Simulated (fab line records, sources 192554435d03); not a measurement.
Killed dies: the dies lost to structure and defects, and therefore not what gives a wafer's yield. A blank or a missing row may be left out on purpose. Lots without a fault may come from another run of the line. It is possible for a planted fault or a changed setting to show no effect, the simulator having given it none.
Chamber matching | flow n5 finfet | 4 sister chambers for N5_BEOL_M0_ETCH_138 on rie diel-03
The step etches SiCN in CH3F/O2, target depth 12 nm, time 31.6 s. 22 wafers are shown with their chamber, then 11 later ones without.

WAFERS PAIRED WITH THEIR CHAMBERS
wafer  | chamber | showerhead plenum p Torr (Torr) | drypump motor current A (A) | throttle valve pct (%)
L074.1 | 0       | 1.92                            | 5.7                         | 16.47
L074.2 | 3       | 1.98                            | 5.3                         | 16.23
L074.5 | 1       | 1.98                            | 5.5                         | 16.73
L079.1 | 3       | 1.98                            | 5.3                         | 16.26
L079.4 | 2       | 2.13                            | 5.8                         | 16.12
L079.5 | 0       | 1.91                            | 5.7                         | 16.50
L081.4 | 0       | 1.91                            | 5.7                         | 16.52
L081.5 | 3       | 1.97                            | 5.3                         | 16.26
L081.6 | 2       | 2.13                            | 5.8                         | 16.15
L082.2 | 0       | 1.91                            | 5.7                         | 16.54
L082.4 | 3       | 1.97                            | 5.3                         | 16.27
L082.5 | 1       | 1.97                            | 5.4                         | 16.77
L083.4 | 1       | 1.97                            | 5.5                         | 16.77
L083.5 | 3       | 1.97                            | 5.3                         | 16.28
L083.6 | 0       | 1.91                            | 5.7                         | 16.53
L084.1 | 3       | 1.97                            | 5.3                         | 16.27
L084.2 | 0       | 1.91                            | 5.7                         | 16.52
L084.4 | 2       | 2.13                            | 5.8                         | 16.16
L085.2 | 3       | 1.97                            | 5.3                         | 16.26
L085.3 | 0       | 1.91                            | 5.7                         | 16.53
L085.5 | 3       | 1.97                            | 5.3                         | 16.27
L088.4 | 0       | 1.91                            | 5.7                         | 16.54

SIGNATURES, as means of the wafers listed above
reading                  | chamber 0 | chamber 1 | chamber 2 | chamber 3 | scatter within a chamber
showerhead plenum p Torr | 1.9112    | 1.9733    | 2.1300    | 1.9725    | 0.00411
drypump motor current A  | 5.700     | 5.467     | 5.800     | 5.300     | 0.0192
throttle valve pct       | 16.5188   | 16.7567   | 16.1433   | 16.2625   | 0.0202
Rule: for each reading, subtract the chamber's mean from the wafer's reading, divide by that reading's scatter and square the result; add these up over the readings and take the root, which gives the wafer's distance from the chamber. If the next closest chamber is less than 2 further off than the closest, the wafer can't be placed; otherwise it belongs to the closest. The scatter: take each reading less its chamber's mean, square it, sum over the shown wafers, divide by the number of wafers less the number of chambers, and take the root.

WAFERS WITH NO CHAMBER GIVEN
wafer  | showerhead plenum p Torr (Torr) | drypump motor current A (A) | throttle valve pct (%)
L088.5 | 1.96                            | 5.4                         | 16.79
L088.6 | 2.12                            | 5.8                         | 16.16
L091.2 | 1.90                            | 5.7                         | 16.57
L091.4 | 1.97                            | 5.3                         | 16.30
L091.5 | 1.90                            | 5.7                         | 16.57
L090.2 | 2.12                            | 5.8                         | 16.19
L090.4 | 1.90                            | 5.7                         | 16.58
L090.6 | 2.12                            | 5.8                         | 16.18
L097.1 | 1.96                            | 5.3                         | 16.34
L097.2 | 2.11                            | 5.8                         | 16.20
L097.6 | 2.11                            | 5.8                         | 16.21

THE CHAMBER EACH PASSED THROUGH
wafer  | from the rows above | in truth
L088.5 | 1                   | 1
L088.6 | 2                   | 2
L091.2 | 0                   | 0
L091.4 | 3                   | 3
L091.5 | 0                   | 0
L090.2 | 2                   | 2
L090.4 | 0                   | 0
L090.6 | 2                   | 2
L097.1 | 3                   | 3
L097.2 | 2                   | 2
L097.6 | 2                   | 2
Correctly placed: 11 of 11. Left unplaced by these rows: 0. Wrongly placed: 0.
